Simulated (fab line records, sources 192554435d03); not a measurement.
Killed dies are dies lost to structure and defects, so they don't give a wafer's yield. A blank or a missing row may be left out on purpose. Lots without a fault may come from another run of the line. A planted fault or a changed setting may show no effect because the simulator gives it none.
fab line records | flow n5_finfet
record lots=24 wafers=72 last_day=19
route steps=1938 shown BEOL_M1@800 BEOL_M2@844
lots that met no fault: from a run of the same line without faults
start_h: hours from the record's first day to the start of the lot's first wafer shown | wait_h: hours since the lot's step before | " the same as in the row above | L1.1+2: a row that stands for several wafers | - no value, or no start given | * or withheld: withheld | < > ~ a bound
route shown NAME@n: a module of which the file shows steps, and the number in the route of the first | usual: mean/standard deviation of fault-free wafers | same: alike in all rows | chamber/n: place in a boat | sites: the reading at each site | _std_site: their standard deviation | _edge_site: outer sites' mean less inner sites' | radius_mm: how far each site lies from the wafer's centre | mask NAME#n: copy n | behind: the tool/chamber that last shaped the wafer | hold: why the lot was held/for how many hours/how that ended | device: the transistor (n, p or np) that didn't switch | end of line: the same wafers' tests at the end of the route | a step without rows: its recipe alone | killed: dies lost to structure and defects at the first sort, not the wafer's yield | map: a wafer's dies, x killed, . not, _ none there
set.NAME: the setting as run; set.NAME@STEP: as run at that earlier step | model.NAME: the simulator's own value behind a step, which no gauge read
steps of the route over a sample of lots; a table a step, a row a wafer
services: from which hour (start_h, from the record's first day; less than 0 if before it) a tool's chamber was out of use, for how many hours, and why
## steps
# step N5_BEOL_M1_TRENCH_ETCH_37
# recipe chemistry=C4F6/O2 target_depth_a=552.07 target=SiOC time_s=29 ion_energy_ev=250 pressure_mtorr=30 source_w=355 bias_w=185 Ar_flow_sccm=300 C4F6_flow_sccm=10 O2_flow_sccm=10
# usual drypump_motor_current_A=5.5/0.49 oes_product_au=0.78/0.069 rf_vpp_V=666/12 showerhead_plenum_p_Torr=2.87/0.069 throttle_valve_pct=20.87/0.15
# columns lot.wafer tool chamber start_h wait_h drypump_motor_current_A oes_product_au rf_hours_counter_h rf_vpp_V showerhead_plenum_p_Torr throttle_valve_pct
L074.1 rie_diel-02 2 - - 6.4 0.70 248 670 2.94 21.19
L074.2 " 3 " " 4.9 0.76 151 671 2.98 20.74
L074.3 " 0 " " 5.3 0.71 188 661 2.82 20.98
L075.1 rie_diel-02 3 - - 5.0 0.75 154 672 2.98 20.74
L075.2 " 0 " " 5.3 0.71 190 661 2.82 20.95
L075.5 " 0 " " 5.3 0.71 - 663 2.82 20.98
L076.1 rie_diel-04 2 - - 5.0 0.88 58 693 2.78 20.98
L076.2 " 0 " " 5.1 0.81 80 659 2.88 20.82
L076.5 " 1 " " 6.1 0.76 - 666 2.97 20.77
L077.1 rie_diel-02 0 - - 5.3 0.70 193 663 2.81 20.99
L077.2 " 1 " " 5.8 0.79 130 658 2.84 20.66
L077.5 " 1 " " 5.8 0.79 - 659 2.84 20.65
L078.1 rie_diel-04 0 - - 5.1 0.81 84 659 2.87 20.82
L078.3 " 1 " " 6.1 0.76 156 666 2.97 20.77
L078.6 " 1 " " 6.1 0.76 - 667 2.97 20.78
L079.2 rie_diel-02 3 - - 5.0 0.75 161 672 2.97 20.76
L079.3 " 1 " " 5.7 0.79 134 659 2.83 20.66
L079.6 " 1 " " 5.8 0.79 - 659 2.83 20.66
L080.1 rie_diel-06 0 - - 4.9 0.69 226 655 2.83 20.68
L080.2 " 2 " " 5.8 0.75 157 672 2.83 21.08
L080.6 " 2 " " 5.8 0.75 - 673 2.83 21.07
L081.2 rie_diel-04 1 - - 6.1 0.75 164 667 2.96 20.80
L081.5 " 1 " " 6.1 0.76 - 666 2.96 20.78
L081.6 " 0 " " 5.2 0.81 - 658 2.87 20.83
L082.1 rie_diel-06 0 - - 4.9 0.69 229 656 2.83 20.67
L082.2 " 3 " " 6.2 0.97 3 660 2.81 20.73
L082.5 " 2 " " 5.8 0.76 - 672 2.83 21.08
L083.1 rie_diel-06 1 - - 5.6 0.75 173 660 2.95 21.08
L083.4 " 3 " " 6.3 0.97 3 661 2.81 20.74
L083.6 " 0 " " 4.9 0.68 - 655 2.83 20.69
L084.4 rie_diel-04 2 - - 5.0 0.87 71 693 2.78 21.00
L084.5 " 1 " " 6.2 0.75 - 668 2.96 20.79
L084.6 " 2 " " 5.0 0.85 - 692 2.78 21.00
L085.2 rie_diel-02 0 - - 5.3 0.69 207 661 2.81 21.01
L085.4 " 1 " " 5.8 0.77 143 659 2.83 20.68
L085.5 " 2 " " 6.4 0.94 - 671 2.94 20.92
L086.1 rie_diel-04 1 - - 6.1 0.75 175 667 2.96 20.81
L086.2 " 3 " " 5.3 0.83 60 651 2.90 20.88
L086.6 " 1 " " 6.1 0.75 - 666 2.96 20.81
L089.1 rie_diel-02 3 - - 5.0 0.74 178 672 2.97 20.79
L089.5 " 1 " " 5.7 0.78 - 659 2.83 20.69
L089.6 " 0 " " 5.3 0.69 - 660 2.80 21.02
L087.4 rie_diel-04 2 - - 5.0 0.84 82 693 2.77 21.01
L087.5 " 2 " " 4.9 0.85 - 693 2.77 21.02
L087.6 " 3 " " 5.3 0.82 - 653 2.90 20.90
L088.1 rie_diel-06 3 - - 6.3 0.91 16 661 2.80 20.75
L088.3 " 2 " " 5.8 0.75 173 672 2.83 21.09
L088.5 " 0 " " 4.9 0.67 - 656 2.82 20.70
L090.1 rie_diel-02 0 - - 5.3 0.69 217 660 2.80 21.00
L090.2 " 2 " " 6.4 0.92 19 671 2.93 20.94
L090.5 " 2 " " 6.4 0.93 - 670 2.93 20.92
L091.2 rie_diel-04 3 - - 5.3 0.81 66 652 2.90 20.88
L091.3 " 0 " " 5.1 0.78 106 656 2.86 20.84
L091.4 " 1 " " 6.2 0.74 181 666 2.95 20.82
L092.1 rie_diel-06 1 - - 5.5 0.74 189 660 2.95 21.09
L092.2 " 3 " " 6.3 0.91 19 661 2.80 20.74
L092.6 " 0 " " 4.9 0.69 - 656 2.82 20.71
L093.3 rie_diel-04 2 - - 5.0 0.84 93 691 2.77 21.03
L093.5 " 1 " " 6.1 0.74 - 668 2.95 20.85
L093.6 " 0 " " 5.1 0.78 - 657 2.86 20.88
L094.1 rie_diel-04 1 - - 6.1 0.74 191 665 2.95 20.83
L094.4 " 2 " " 5.0 0.83 96 691 2.77 21.04
L094.5 " 2 " " 5.0 0.82 - 692 2.77 21.03
L096.2 rie_diel-04 3 - - 5.3 0.81 77 653 2.90 20.89
L096.5 " 1 " " 6.1 0.73 - 667 2.95 20.83
L096.6 " 2 " " 5.0 0.83 - 691 2.77 21.06
L095.2 rie_diel-06 1 - - 5.5 0.72 200 661 2.94 21.11
L095.3 " 0 " " 4.9 0.97 0 656 2.82 20.36
L095.6 " 0 " " 4.9 0.96 - 655 2.82 20.35
L097.1 rie_diel-04 3 - - 5.3 0.81 78 652 2.90 20.91
L097.3 " 2 " " 5.0 0.82 99 691 2.76 21.02
L097.6 " 1 " " 6.1 0.73 - 667 2.95 20.82
# step N5_BEOL_M1_ANNEAL_49
# recipe temp_c=400 time_s=240 ambient=vacuum
# usual heater_power_w=822/62
# columns lot.wafer tool chamber start_h wait_h heater_power_w
L074.1 pvd_sputter-01 - 127.04 0.0 811
L074.2 " - " " 837
L074.3 " - " " 757
L075.1 pvd_sputter-01 - 135.48 0.0 817
L075.2 " - " " 811
L075.5 " - " " 790
L076.1 pvd_sputter-02 - 140.57 0.0 807
L076.2 " - " " 783
L076.5 " - " " 778
L077.1 pvd_sputter-01 - 140.78 0.0 835
L077.2 " - " " 779
L077.5 " - " " 818
L078.1 pvd_sputter-02 - 151.26 0.0 758
L078.3 " - " " 918
L078.6 " - " " 912
L079.2 pvd_sputter-01 - 154.19 0.0 813
L079.3 " - " " 785
L079.6 " - " " 822
L080.1 pvd_sputter-02 - 166.79 0.0 814
L080.2 " - " " 812
L080.6 " - " " 773
L081.2 pvd_sputter-02 - 177.35 0.0 814
L081.5 " - " " 820
L081.6 " - " " 807
L082.1 pvd_sputter-03 - 177.41 0.0 774
L082.2 " - " " 950
L082.5 " - " " 845
L083.1 pvd_sputter-02 - 180.83 0.0 896
L083.4 " - " " 774
L083.6 " - " " 894
L084.4 pvd_sputter-01 - 183.60 0.0 779
L084.5 " - " " 826
L084.6 " - " " 751
L085.2 pvd_sputter-03 - 191.65 0.0 926
L085.4 " - " " 783
L085.5 " - " " 946
L086.1 pvd_sputter-01 - 210.63 0.0 787
L086.2 " - " " 770
L086.6 " - " " 806
L089.1 pvd_sputter-01 - 214.15 0.0 796
L089.5 " - " " 797
L089.6 " - " " 810
L087.4 pvd_sputter-03 - 214.27 0.0 876
L087.5 " - " " 882
L087.6 " - " " 763
L088.1 pvd_sputter-03 - 222.48 0.0 881
L088.3 " - " " 950
L088.5 " - " " 779
L090.1 pvd_sputter-01 - 224.49 0.0 806
L090.2 " - " " 800
L090.5 " - " " 780
L091.2 pvd_sputter-01 - 228.93 0.0 837
L091.3 " - " " 784
L091.4 " - " " 793
L092.1 pvd_sputter-03 - 235.84 0.0 773
L092.2 " - " " 994
L092.6 " - " " 1019
L093.3 pvd_sputter-02 - 246.66 0.0 785
L093.5 " - " " 804
L093.6 " - " " 784
L094.1 pvd_sputter-02 - 257.15 0.0 890
L094.4 " - " " 776
L094.5 " - " " 895
L096.2 pvd_sputter-01 - 262.01 0.0 782
L096.5 " - " " 815
L096.6 " - " " 774
L097.1 pvd_sputter-01 - 266.05 0.0 818
L097.3 " - " " 743
L097.6 " - " " 823
L095.2 pvd_sputter-02 - 266.22 0.0 796
L095.3 " - " " 799
L095.6 " - " " 910
# step N5_BEOL_M1_SPUTTER_81
# recipe material=Cu target_thk_a=45 temp_c=-20 chamber_pressure_pa=0.07 power_w=withheld time_s=8.29
# usual chamber_pressure_pa=0.06997/0.00015 throttle_valve_pct=30.7/1.2
# columns lot.wafer tool chamber start_h wait_h chamber_pressure_pa throttle_valve_pct
L074.1 pvd_sputter-01 - 127.40 0.1 0.07023 32.5
L074.2 " - " " 0.06992 31.5
L074.3 " - " " 0.07 30.9
L075.1 pvd_sputter-01 - 135.84 0.1 0.07009 32.5
L075.2 " - " " 0.06974 31.3
L075.5 " - " " 0.06969 31.2
L076.1 pvd_sputter-02 - 140.93 0.1 0.0699 30.4
L076.2 " - " " 0.06986 30.1
L076.5 " - " " 0.06997 31.8
L077.1 pvd_sputter-01 - 141.14 0.1 0.0699 31.3
L077.2 " - " " 0.07007 31.1
L077.5 " - " " 0.06976 32.6
L078.1 pvd_sputter-02 - 151.62 0.1 0.07009 30.0
L078.3 " - " " 0.06996 30.3
L078.6 " - " " 0.07003 29.7
L079.2 pvd_sputter-01 - 154.55 0.1 0.06975 32.7
L079.3 " - " " 0.07009 31.0
L079.6 " - " " 0.06964 31.4
L080.1 pvd_sputter-02 - 167.15 0.1 0.06985 30.6
L080.2 " - " " 0.07014 31.8
L080.6 " - " " 0.07005 31.6
L081.2 pvd_sputter-02 - 177.71 0.1 0.06976 30.5
L081.5 " - " " 0.06978 30.6
L081.6 " - " " 0.07003 31.8
L082.1 pvd_sputter-03 - 177.77 0.1 0.0701 28.5
L082.2 " - " " 0.07012 29.3
L082.5 " - " " 0.06995 30.3
L083.1 pvd_sputter-02 - 181.19 0.1 0.06994 30.1
L083.4 " - " " 0.06991 29.8
L083.6 " - " " 0.06991 29.7
L084.4 pvd_sputter-01 - 183.96 0.1 0.07006 30.8
L084.5 " - " " 0.06993 31.3
L084.6 " - " " 0.07007 31.0
L085.2 pvd_sputter-03 - 192.01 0.1 0.06995 29.5
L085.4 " - " " 0.07013 28.8
L085.5 " - " " 0.06993 29.4
L086.1 pvd_sputter-01 - 210.99 0.1 0.06983 32.6
L086.2 " - " " 0.06999 31.0
L086.6 " - " " 0.06991 32.5
L089.1 pvd_sputter-01 - 214.51 0.1 0.06998 32.6
L089.5 " - " " 0.07006 31.0
L089.6 " - " " 0.06993 32.7
L087.4 pvd_sputter-03 - 214.63 0.1 0.06985 30.2
L087.5 " - " " 0.07008 30.2
L087.6 " - " " 0.07007 28.8
L088.1 pvd_sputter-03 - 222.84 0.1 0.06976 30.3
L088.3 " - " " 0.07001 29.7
L088.5 " - " " 0.07026 28.8
L090.1 pvd_sputter-01 - 224.85 0.1 0.07008 32.9
L090.2 " - " " 0.07013 31.1
L090.5 " - " " 0.07009 31.1
L091.2 pvd_sputter-01 - 229.29 0.1 0.07011 31.5
L091.3 " - " " 0.06991 32.5
L091.4 " - " " 0.07017 31.0
L092.1 pvd_sputter-03 - 236.20 0.1 0.0698 28.9
L092.2 " - " " 0.07002 27.5
L092.6 " - " " 0.07005 27.2
L093.3 pvd_sputter-02 - 247.02 0.1 0.07001 31.6
L093.5 " - " " 0.06997 31.8
L093.6 " - " " 0.06986 30.2
L094.1 pvd_sputter-02 - 257.51 0.1 0.07 30.1
L094.4 " - " " 0.0699 32.0
L094.5 " - " " 0.07014 29.9
L096.2 pvd_sputter-01 - 262.37 0.1 0.06987 31.0
L096.5 " - " " 0.06963 32.5
L096.6 " - " " 0.0699 30.8
L097.1 pvd_sputter-01 - 266.41 0.1 0.06983 32.4
L097.3 " - " " 0.07025 31.0
L097.6 " - " " 0.06984 31.4
L095.2 pvd_sputter-02 - 266.58 0.1 0.0697 30.5
L095.3 " - " " 0.06981 29.7
L095.6 " - " " 0.07029 30.1
# step N5_BEOL_M1_ANNEAL_91
# recipe temp_c=400 time_s=240 ambient=vacuum
# usual heater_power_w=820/63
# columns lot.wafer tool chamber start_h wait_h heater_power_w
L074.1 pvd_sputter-01 - 128.14 0.0 805
L074.2 " - " " 837
L074.3 " - " " 764
L075.1 pvd_sputter-01 - 136.58 0.0 780
L075.2 " - " " 788
L075.5 " - " " 786
L076.1 pvd_sputter-02 - 141.67 0.0 786
L076.2 " - " " 766
L076.5 " - " " 770
L077.1 pvd_sputter-01 - 141.88 0.0 825
L077.2 " - " " 763
L077.5 " - " " 790
L078.1 pvd_sputter-02 - 152.36 0.0 782
L078.3 " - " " 904
L078.6 " - " " 888
L079.2 pvd_sputter-01 - 155.29 0.0 810
L079.3 " - " " 792
L079.6 " - " " 826
L080.1 pvd_sputter-02 - 167.89 0.0 783
L080.2 " - " " 787
L080.6 " - " " 786
L081.2 pvd_sputter-02 - 178.45 0.0 818
L081.5 " - " " 817
L081.6 " - " " 777
L082.1 pvd_sputter-03 - 178.51 0.0 765
L082.2 " - " " 943
L082.5 " - " " 871
L083.1 pvd_sputter-02 - 181.93 0.0 919
L083.4 " - " " 778
L083.6 " - " " 902
L084.4 pvd_sputter-01 - 184.70 0.0 783
L084.5 " - " " 831
L084.6 " - " " 749
L085.2 pvd_sputter-03 - 192.75 0.0 950
L085.4 " - " " 764
L085.5 " - " " 930
L086.1 pvd_sputter-01 - 211.73 0.0 790
L086.2 " - " " 781
L086.6 " - " " 801
L089.1 pvd_sputter-01 - 215.25 0.0 791
L089.5 " - " " 795
L089.6 " - " " 818
L087.4 pvd_sputter-03 - 215.37 0.0 872
L087.5 " - " " 848
L087.6 " - " " 762
L088.1 pvd_sputter-03 - 223.58 0.0 869
L088.3 " - " " 942
L088.5 " - " " 766
L090.1 pvd_sputter-01 - 225.59 0.0 792
L090.2 " - " " 789
L090.5 " - " " 787
L091.2 pvd_sputter-01 - 230.03 0.0 837
L091.3 " - " " 824
L091.4 " - " " 790
L092.1 pvd_sputter-03 - 236.94 0.0 781
L092.2 " - " " 986
L092.6 " - " " 1006
L093.3 pvd_sputter-02 - 247.76 0.0 771
L093.5 " - " " 782
L093.6 " - " " 769
L094.1 pvd_sputter-02 - 258.25 0.0 886
L094.4 " - " " 794
L094.5 " - " " 906
L096.2 pvd_sputter-01 - 263.11 0.0 772
L096.5 " - " " 792
L096.6 " - " " 749
L097.1 pvd_sputter-01 - 267.15 0.0 788
L097.3 " - " " 781
L097.6 " - " " 823
L095.2 pvd_sputter-02 - 298.92 0.0 819
L095.3 " - " " 775
L095.6 " - " " 912
# step N5_BEOL_M1_SPUTTER_96
# recipe material=Cu target_thk_a=45 temp_c=-20 chamber_pressure_pa=0.07 power_w=withheld time_s=8.29
# usual chamber_pressure_pa=0.07/0.00014 throttle_valve_pct=30.7/1.2
# columns lot.wafer tool chamber start_h wait_h chamber_pressure_pa throttle_valve_pct
L074.1 pvd_sputter-01 - 128.72 0.1 0.07023 32.6
L074.2 " - " " 0.07014 31.2
L074.3 " - " " 0.07011 31.0
L075.1 pvd_sputter-01 - 137.16 0.1 0.06992 32.4
L075.2 " - " " 0.07001 31.0
L075.5 " - " " 0.06986 30.8
L076.1 pvd_sputter-02 - 142.25 0.1 0.06986 30.6
L076.2 " - " " 0.0699 30.3
L076.5 " - " " 0.07013 31.7
L077.1 pvd_sputter-01 - 142.46 0.1 0.06997 31.5
L077.2 " - " " 0.06986 31.1
L077.5 " - " " 0.06997 32.4
L078.1 pvd_sputter-02 - 152.94 0.1 0.07004 29.9
L078.3 " - " " 0.06999 30.1
L078.6 " - " " 0.06993 30.0
L079.2 pvd_sputter-01 - 155.87 0.1 0.0701 32.4
L079.3 " - " " 0.07004 31.4
L079.6 " - " " 0.06998 31.4
L080.1 pvd_sputter-02 - 168.47 0.1 0.07004 30.8
L080.2 " - " " 0.06997 31.8
L080.6 " - " " 0.0701 31.7
L081.2 pvd_sputter-02 - 179.03 0.1 0.0702 30.4
L081.5 " - " " 0.06996 30.6
L081.6 " - " " 0.07043 31.9
L082.1 pvd_sputter-03 - 179.09 0.1 0.0698 28.8
L082.2 " - " " 0.06994 29.4
L082.5 " - " " 0.06984 30.3
L083.1 pvd_sputter-02 - 182.51 0.1 0.06988 30.1
L083.4 " - " " 0.06991 29.9
L083.6 " - " " 0.06997 29.8
L084.4 pvd_sputter-01 - 185.28 0.1 0.06993 31.2
L084.5 " - " " 0.07026 31.3
L084.6 " - " " 0.07008 31.1
L085.2 pvd_sputter-03 - 193.33 0.1 0.06984 29.4
L085.4 " - " " 0.07014 28.8
L085.5 " - " " 0.06962 29.4
L086.1 pvd_sputter-01 - 212.31 0.1 0.07008 32.6
L086.2 " - " " 0.07012 31.1
L086.6 " - " " 0.06986 32.5
L089.1 pvd_sputter-01 - 215.83 0.1 0.06985 32.6
L089.5 " - " " 0.07003 31.1
L089.6 " - " " 0.06982 32.5
L087.4 pvd_sputter-03 - 215.95 0.1 0.06994 30.2
L087.5 " - " " 0.07017 30.4
L087.6 " - " " 0.07008 28.7
L088.1 pvd_sputter-03 - 224.16 0.1 0.07001 30.5
L088.3 " - " " 0.06989 29.1
L088.5 " - " " 0.06994 28.7
L090.1 pvd_sputter-01 - 226.17 0.1 0.07017 32.7
L090.2 " - " " 0.07 31.1
L090.5 " - " " 0.06988 31.1
L091.2 pvd_sputter-01 - 230.61 0.1 0.06998 31.7
L091.3 " - " " 0.07007 32.5
L091.4 " - " " 0.06966 31.0
L092.1 pvd_sputter-03 - 237.52 0.1 0.07014 28.7
L092.2 " - " " 0.07005 27.5
L092.6 " - " " 0.06984 27.5
L093.3 pvd_sputter-02 - 248.34 0.1 0.06993 31.9
L093.5 " - " " 0.0701 31.9
L093.6 " - " " 0.07029 30.0
L094.1 pvd_sputter-02 - 258.83 0.1 0.06997 29.7
L094.4 " - " " 0.07013 31.9
L094.5 " - " " 0.06997 30.2
L096.2 pvd_sputter-01 - 263.69 0.1 0.06992 31.1
L096.5 " - " " 0.06996 32.5
L096.6 " - " " 0.06997 30.8
L097.1 pvd_sputter-01 - 267.73 0.1 0.07001 32.6
L097.3 " - " " 0.06973 31.1
L097.6 " - " " 0.06999 31.3
L095.2 pvd_sputter-02 - 299.50 0.1 0.06982 30.5
L095.3 " - " " 0.07011 30.0
L095.6 " - " " 0.06998 29.9
# step N5_BEOL_M2_HM_DEP_02
# recipe material=TiN target_thk_a=200 temp_c=25 chamber_pressure_pa=0.49996
# usual chamber_pressure_pa=0.4997/0.00087 throttle_valve_pct=30.2/1.4
# columns lot.wafer tool chamber start_h wait_h chamber_pressure_pa throttle_valve_pct
L074.1 pvd_sputter-03 - 131.03 0.2 0.4993 29.2
L074.2 " - " " 0.4997 30.2
L074.3 " - " " 0.4989 27.4
L075.1 pvd_sputter-01 - 139.39 0.1 0.5013 32.5
L075.2 " - " " 0.4989 31.1
L075.5 " - " " 0.4987 31.1
L076.1 pvd_sputter-03 - 145.90 0.3 0.4997 30.4
L076.2 " - " " 0.5012 29.1
L076.5 " - " " 0.5005 27.7
L077.1 pvd_sputter-03 - 146.86 1.0 0.4991 30.5
L077.2 " - " " 0.4995 29.3
L077.5 " - " " 0.4991 29.3
L078.1 pvd_sputter-02 - 155.46 0.6 0.4990 29.9
L078.3 " - " " 0.4987 30.3
L078.6 " - " " 0.4991 30.7
L079.2 pvd_sputter-03 - 158.43 0.0 0.5008 27.3
L079.3 " - " " 0.5006 29.4
L079.6 " - " " 0.4988 30.8
L080.1 pvd_sputter-01 - 175.94 2.1 0.4994 31.2
L080.2 " - " " 0.5014 32.7
L080.6 " - " " 0.5005 31.3
L081.2 pvd_sputter-01 - 183.18 0.4 0.4997 31.6
L081.5 " - " " 0.5004 31.0
L081.6 " - " " 0.5008 31.4
L082.1 pvd_sputter-02 - 183.29 0.4 0.4991 30.0
L082.2 " - " " 0.5006 29.8
L082.5 " - " " 0.4998 30.5
L083.1 pvd_sputter-03 - 185.10 0.0 0.4996 27.5
L083.4 " - " " 0.4994 28.9
L083.6 " - " " 0.4993 30.3
L084.4 pvd_sputter-02 - 188.73 1.9 0.4982 31.5
L084.5 " - " " 0.5005 30.0
L084.6 " - " " 0.4990 30.2
L085.2 pvd_sputter-01 - 195.15 0.6 0.4999 31.2
L085.4 " - " " 0.5003 31.0
L085.5 " - " " 0.5003 31.2
L086.1 pvd_sputter-03 - 213.97 0.4 0.5004 30.1
L086.2 " - " " 0.4997 28.7
L086.6 " - " " 0.5005 27.6
L089.1 pvd_sputter-01 - 220.83 3.7 0.5010 30.8
L089.5 " - " " 0.4996 31.0
L089.6 " - " " 0.4999 31.5
L087.4 pvd_sputter-02 - 221.03 3.6 0.5004 30.4
L087.5 " - " " 0.5006 30.5
L087.6 " - " " 0.4989 31.9
L088.1 pvd_sputter-03 - 226.26 0.8 0.4992 29.2
L088.3 " - " " 0.4985 30.4
L088.5 " - " " 0.5006 29.0
L090.1 pvd_sputter-02 - 227.72 0.2 0.4983 30.0
L090.2 " - " " 0.4997 30.0
L090.5 " - " " 0.4990 30.0
L091.2 pvd_sputter-03 - 232.44 0.6 0.4991 30.2
L091.3 " - " " 0.5002 29.3
L091.4 " - " " 0.5001 29.0
L092.1 pvd_sputter-03 - 239.72 0.9 0.4992 29.4
L092.2 " - " " 0.4987 27.5
L092.6 " - " " 0.5015 29.5
L093.3 pvd_sputter-01 - 249.83 0.3 0.4991 32.5
L093.5 " - " " 0.5014 31.3
L093.6 " - " " 0.5021 31.2
L094.1 pvd_sputter-01 - 260.69 0.6 0.4984 32.5
L094.4 " - " " 0.4990 30.9
L094.5 " - " " 0.4983 31.3
L096.2 pvd_sputter-03 - 265.30 0.4 0.5008 29.1
L096.5 " - " " 0.4984 27.6
L096.6 " - " " 0.4985 29.4
L097.1 pvd_sputter-01 - 269.04 0.0 0.4991 31.6
L097.3 " - " " 0.4995 30.7
L097.6 " - " " 0.5000 31.2
L095.2 pvd_sputter-01 - 302.22 1.5 0.5013 30.7
L095.3 " - " " 0.4998 31.3
L095.6 " - " " 0.4986 31.0
## services
# columns tool chamber start_h hours kind
rie_diel-02 2 131.19 - clean
rie_diel-02 2 131.19 - consumable_replace:focus_ring
rie_diel-02 2 131.19 24.2 scheduled_down
rie_diel-02 2 131.19 24.2 vent_cycle
rie_diel-04 3 133.61 22.5 repair
pvd_sputter-03 - 133.80 2.7 repair
rie_diel-06 2 136.40 2.6 repair
rie_diel-06 3 139.23 - clean
rie_diel-06 3 139.23 - consumable_replace:focus_ring
rie_diel-06 3 139.23 27.9 scheduled_down
rie_diel-06 3 139.23 27.9 vent_cycle
rie_diel-06 - 177.84 0.6 repair
rie_diel-04 0 185.19 4.0 repair
rie_diel-06 3 235.37 2.3 repair
rie_diel-06 0 244.91 - clean
rie_diel-06 0 244.91 - consumable_replace:focus_ring
rie_diel-06 0 244.91 17.9 scheduled_down
rie_diel-06 0 244.91 17.9 vent_cycle
pvd_sputter-02 - 269.38 29.2 repair
rie_diel-06 1 295.74 3.9 repair
## key
fault none
